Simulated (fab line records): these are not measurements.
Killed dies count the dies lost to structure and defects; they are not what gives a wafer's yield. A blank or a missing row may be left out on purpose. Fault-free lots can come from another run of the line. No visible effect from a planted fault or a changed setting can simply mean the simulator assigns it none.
fab line records	flow n5-finfet	part 2 of 2: steps 5 to 6 of 6
record: lots: 22	wafers: 66	last-day: 18
route steps=1938 shown HKMG_FIN@438 GATE_CUT@469
lots that met no fault: taken from a fault-free run of the same line
start-h: hours from the record's first day to the start of the lot's first wafer shown	wait-h: how many hours have passed since the lot's step before this one	" repeats the value in the row above	L1.1+2: a row that stands for several wafers	- no value present, or no start provided	* or withheld: withheld	< > ~ a bound
route shown NAME@n: NAME is a module with steps in the file, n the number in the route of the first one	usual: the fault-free wafers' mean and standard deviation	same: alike in all rows	chamber/n: place in a boat	sites: the reading at each site	_std_site: the standard deviation of these	_edge_site: inner sites' mean taken away from outer sites' mean	radius-mm: for every site, how far away it sits from the centre of the wafer	mask NAME#n: copy n	behind: tool/chamber where the wafer was last shaped	hold: why the lot went on hold/how many hours it stayed there/how the hold came to an end	device: names the non-switching transistor (n, p or np)	end of line: tests run on the same wafers once the route is complete	a step without rows: its recipe alone	killed: count of dies lost to structure and defects at first sort (not the wafer's yield)	map: shows each die of a wafer: x if killed, . if not, _ if none is there
set.NAME: the run value of the setting; set.NAME@STEP: its run value at that earlier step	model.NAME: the simulator's own value behind a step, which no gauge read
route steps across a sampled set of lots; one table per step, one row per wafer
services: the hour from which a tool's chamber was out of use, counted from the record's first day as start-h (under 0 if before that day), plus the number of hours and why
== steps ==
step: N5_GATE_CUT_HM_OPEN_40
recipe: chemistry: C4F6/O2	target: SiO2	mask-material: SiARC	target-depth-a: 1390	time-s: 85.1	ion-energy-ev: 250	pressure-mtorr: 30	source-w: 345	bias-w: 185	Ar_flow_sccm: 300	C4F6_flow_sccm: 10	O2_flow_sccm: 10	ends: cleared
usual: drypump-motor-current-A: 5.80/0.27	etch-rf-on-time-s: 93.0/2	oes_f_703_au: 0.78/0.092	oes-product-au: 0.71/0.077	rf-vpp-V: 668/9.9	showerhead-plenum-p-Torr: 2.88/0.094	throttle-valve-pct: 20.89/0.26
lot.wafer	tool	chamber	start-h	wait-h	drypump-motor-current-A	etch-rf-on-time-s	oes_f_703_au	oes-product-au	rf-hours-counter-h	rf-vpp-V	showerhead-plenum-p-Torr	throttle-valve-pct
L074.3	rie-diel-05	0	84.84	0.0	5.62	92.4	0.65	0.62	226	683	2.93	20.74
L074.4	"	1	"	"	5.94	91.8	0.71	0.66	175	670	2.96	21.26
L074.6	"	0	"	"	5.64	91.3	0.66	0.62	-	685	2.93	20.75
L075.1	rie-diel-06	2	90.32	0.0	5.83	89.7	0.78	0.70	140	678	2.84	21.01
L075.3	"	3	"	"	5.86	91.6	0.94	0.82	25	655	2.78	20.47
L075.5	"	1	"	"	5.41	91.2	0.80	0.71	-	666	2.95	20.84
L076.3	rie-diel-05	1	96.58	0.0	5.95	91.6	0.71	0.65	179	671	2.96	21.26
L076.5	"	0	"	"	5.60	94.4	0.65	0.62	-	684	2.92	20.74
L076.6	"	1	"	"	5.95	95.4	0.71	0.65	-	670	2.96	21.27
L077.1	rie-diel-05	0	104.67	0.0	5.66	91.6	0.65	0.61	234	683	2.92	20.77
L077.2	"	1	"	"	5.92	92.9	0.71	0.65	183	669	2.96	21.29
L077.6	"	1	"	"	5.93	92.9	0.71	0.65	-	670	2.96	21.27
L078.3	rie-diel-05	2	107.99	0.0	6.09	89.6	0.71	0.65	174	648	2.73	21.20
L078.5	"	2	"	"	6.05	94.8	0.71	0.66	-	649	2.73	21.20
L078.6	"	1	"	"	5.91	93.7	0.70	0.65	-	669	2.96	21.28
L079.2	rie-diel-06	1	119.04	0.0	5.41	91.7	0.80	0.70	136	666	2.95	20.85
L079.3	"	3	"	"	5.86	92.1	0.91	0.81	34	658	2.78	20.48
L079.6	"	0	"	"	6.10	93.6	0.71	0.66	-	653	2.85	21.15
L080.1	rie-diel-03	1	124.70	0.0	6.34	96.4	0.71	0.66	146	667	2.96	20.56
L080.2	"	0	"	"	5.62	90.3	0.95	0.85	18	676	2.91	20.72
L080.3	"	3	"	"	5.47	94.7	0.81	0.73	102	670	2.76	21.01
L081.1	rie-diel-06	1	128.68	0.0	5.40	91.1	0.79	0.70	139	666	2.94	20.88
L081.3	"	3	"	"	5.88	92.4	0.91	0.80	37	656	2.78	20.49
L081.6	"	0	"	"	6.08	94.6	0.72	0.66	-	653	2.85	21.15
L082.4	rie-diel-05	0	134.06	0.0	5.66	93.5	0.64	0.60	243	684	2.92	20.77
L082.5	"	2	"	"	6.06	94.4	0.70	0.64	-	649	2.73	21.21
L082.6	"	1	"	"	5.92	95.3	0.70	0.63	-	670	2.95	21.28
L083.3	rie-diel-06	1	140.12	0.0	5.41	91.0	0.79	0.70	142	666	2.94	20.87
L083.4	"	0	"	"	6.10	92.1	0.71	0.66	197	654	2.85	21.17
L083.6	"	0	"	"	6.09	94.7	0.72	0.66	-	654	2.85	21.16
L084.1	rie-diel-05	3	149.33	0.0	5.62	90.8	0.94	0.83	13	668	2.90	20.85
L084.4	"	1	"	"	5.91	95.9	0.70	0.64	196	669	2.95	21.30
L084.6	"	1	"	"	5.89	93.2	0.70	0.63	-	670	2.95	21.29
L085.2	rie-diel-03	3	149.68	0.0	5.47	91.7	0.80	0.73	109	671	2.76	21.03
L085.3	"	0	"	"	5.65	90.5	0.93	0.84	25	676	2.91	20.73
L085.4	"	2	"	"	5.70	92.8	0.90	0.82	38	670	3.03	20.66
L086.1	rie-diel-03	3	156.90	0.0	5.46	91.1	0.80	0.73	112	672	2.76	21.04
L086.2	"	2	"	"	5.70	91.4	0.89	0.82	40	672	3.03	20.64
L086.3	"	0	"	"	5.64	93.2	0.92	0.83	27	675	2.90	20.73
L087.1	rie-diel-03	0	162.41	0.0	5.62	89.1	0.92	0.84	28	674	2.90	20.75
L087.4	"	2	"	"	5.72	93.1	0.89	0.81	41	671	3.03	20.65
L087.5	"	3	"	"	5.46	92.0	0.80	0.73	-	672	2.76	21.04
L088.1	rie-diel-03	2	170.09	0.0	5.72	93.0	0.88	0.79	44	670	3.03	20.66
L088.3	"	3	"	"	5.46	93.6	0.79	0.72	116	670	2.76	21.05
L088.6	"	0	"	"	5.62	92.5	0.91	0.82	-	675	2.90	20.75
L089.3	rie-diel-03	0	175.90	0.0	5.65	89.4	0.92	0.83	33	674	2.90	20.75
L089.4	"	3	"	"	5.45	94.7	0.79	0.72	117	672	2.76	21.03
L089.6	"	2	"	"	5.71	92.5	0.88	0.80	-	672	3.03	20.65
L090.2	rie-diel-03	0	179.87	0.0	5.61	90.4	0.91	0.82	34	675	2.90	20.73
L090.4	"	1	"	"	6.32	96.9	0.70	0.66	162	667	2.95	20.59
L090.6	"	0	"	"	5.64	92.5	0.91	0.81	-	677	2.90	20.74
L093.2	rie-diel-06	3	198.11	0.0	5.87	92.8	0.88	0.77	59	656	2.77	20.52
L093.4	"	2	"	"	5.80	92.0	0.75	0.68	169	678	2.83	21.05
L093.5	"	2	"	"	5.82	91.8	0.75	0.67	-	679	2.83	21.04
L094.3	rie-diel-03	0	204.64	0.0	5.62	91.9	0.89	0.80	45	674	2.90	20.75
L094.4	"	3	"	"	5.47	92.1	0.79	0.73	124	670	2.75	21.06
L094.5	"	1	"	"	6.32	97.2	0.69	0.64	-	670	2.95	20.61
L095.2	rie-diel-05	1	212.46	0.0	5.92	92.4	0.68	0.62	219	669	2.94	21.32
L095.3	"	0	"	"	5.65	93.3	0.89	0.83	12	684	2.91	20.45
L095.5	"	2	"	"	6.05	94.9	0.68	0.62	-	650	2.71	21.24
L096.2	rie-diel-06	0	217.70	0.0	6.10	93.4	0.70	0.64	222	653	2.84	21.18
L096.4	"	1	"	"	5.41	94.5	0.77	0.68	166	666	2.93	20.90
L096.6	"	2	"	"	5.84	92.7	0.74	0.68	-	678	2.82	21.06
L097.2	rie-diel-03	3	222.74	0.0	5.45	93.1	0.79	0.71	128	671	2.75	21.05
L097.3	"	0	"	"	5.63	92.1	0.88	0.80	49	678	2.89	20.75
L097.5	"	3	"	"	5.46	95.7	0.78	0.70	-	672	2.75	21.06
step: N5_GATE_CUT_VAPOR_ETCH_51
recipe: chemistry: BCl3/Cl2	target: HfO2	mode: isotropic
usual: drypump-motor-current-A: 5.9/0.31	oes-product-au: 0.73/0.12
lot.wafer	tool	chamber	start-h	wait-h	drypump-motor-current-A	oes-product-au
L074.3	rie-metal-02	0	85.32	0.0	6.2	0.60
L074.4	"	1	"	"	5.8	0.63
L074.6	"	1	"	"	5.9	0.63
L075.1	rie-metal-02	1	90.79	0.0	5.9	0.64
L075.3	"	1	"	"	5.9	0.64
L075.5	"	1	"	"	5.9	0.64
L076.3	rie-metal-02	0	97.06	0.0	6.2	0.61
L076.5	"	1	"	"	5.9	0.64
L076.6	"	0	"	"	6.2	0.60
L077.1	rie-metal-01	0	105.14	0.0	6.3	0.79
L077.2	"	1	"	"	5.7	0.81
L077.6	"	0	"	"	6.3	0.79
L078.3	rie-metal-02	0	108.47	0.0	6.2	0.61
L078.5	"	1	"	"	5.9	0.63
L078.6	"	0	"	"	6.2	0.61
L079.2	rie-metal-03	1	119.76	0.1	5.4	0.87
L079.3	"	1	"	"	5.4	0.88
L079.6	"	1	"	"	5.4	0.88
L080.1	rie-metal-01	0	125.17	0.0	6.3	0.79
L080.2	"	1	"	"	5.7	0.80
L080.3	"	1	"	"	5.7	0.80
L081.1	rie-metal-02	1	129.15	0.0	5.9	0.63
L081.3	"	1	"	"	5.9	0.63
L081.6	"	0	"	"	6.3	0.60
L082.4	rie-metal-01	0	134.54	0.0	6.3	0.80
L082.5	"	1	"	"	5.8	0.81
L082.6	"	0	"	"	6.3	0.79
L083.3	rie-metal-01	0	140.60	0.0	6.3	0.80
L083.4	"	1	"	"	5.7	0.79
L083.6	"	1	"	"	5.7	0.80
L084.1	rie-metal-02	0	149.80	0.0	6.2	0.59
L084.4	"	1	"	"	5.8	0.62
L084.6	"	0	"	"	6.2	0.60
L085.2	rie-metal-02	1	150.15	0.0	5.8	0.63
L085.3	"	0	"	"	6.2	0.60
L085.4	"	1	"	"	5.9	0.63
L086.1	rie-metal-03	0	157.45	0.0	5.5	0.92
L086.2	"	1	"	"	5.4	0.85
L086.3	"	1	"	"	5.4	0.84
L087.1	rie-metal-02	1	162.88	0.0	5.9	0.62
L087.4	"	0	"	"	6.2	0.60
L087.5	"	1	"	"	5.9	0.63
L088.1	rie-metal-02	1	170.56	0.0	5.9	0.63
L088.3	"	0	"	"	6.2	0.60
L088.6	"	0	"	"	6.2	0.60
L089.3	rie-metal-01	1	176.38	0.0	5.7	0.79
L089.4	"	0	"	"	6.4	0.78
L089.6	"	0	"	"	6.3	0.78
L090.2	rie-metal-02	0	180.34	0.0	6.2	0.59
L090.4	"	1	"	"	5.9	0.62
L090.6	"	0	"	"	6.2	0.59
L093.2	rie-metal-01	1	198.58	0.0	5.7	0.79
L093.4	"	1	"	"	5.7	0.78
L093.5	"	0	"	"	6.3	0.76
L094.3	rie-metal-02	1	205.12	0.0	5.8	0.62
L094.4	"	0	"	"	6.2	1.00
L094.5	"	1	"	"	5.9	0.62
L095.2	rie-metal-01	1	212.93	0.0	5.7	0.78
L095.3	"	1	"	"	5.7	0.78
L095.5	"	1	"	"	5.7	0.78
L096.2	rie-metal-01	1	218.17	0.0	5.7	0.77
L096.4	"	1	"	"	5.8	0.78
L096.6	"	1	"	"	5.7	0.77
L097.2	rie-metal-03	1	223.21	0.0	5.4	0.82
L097.3	"	0	"	"	5.5	0.89
L097.5	"	1	"	"	5.4	0.82
== services ==
tool	chamber	start-h	hours	kind
rie-diel-04	3	58.26	5.1	repair
rie-diel-01	0	61.42	4.9	repair
rie-diel-02	-	63.20	0.4	repair
rie-diel-05	2	72.79	5.3	repair
plasma-asher-01	-	74.45	2.8	pm
pecvd-04	-	80.50	2.7	repair
rie-diel-06	0	85.75	15.1	repair
rie-diel-04	2	85.92	7.1	repair
rie-diel-01	0	90.34	2.5	repair
rie-diel-06	2	92.67	2.6	repair
rie-diel-03	2	120.54	4.1	repair
rie-metal-02	-	120.62	4.0	pm
rie-diel-01	3	123.27	6.5	repair
rie-diel-02	0	128.23	12.0	repair
pecvd-02	-	144.48	2.8	pm
rie-diel-03	-	157.42	0.6	repair
plasma-asher-02	-	160.25	2.5	repair
pecvd-02	-	177.29	1.3	repair
rie-diel-03	3	181.91	13.3	repair
rie-diel-01	-	196.61	0.9	repair
rie-diel-05	3	199.25	6.7	repair
rie-metal-02	-	210.06	10.0	pm
rie-diel-05	-	215.61	0.7	repair
rie-diel-02	2	220.41	6.5	repair
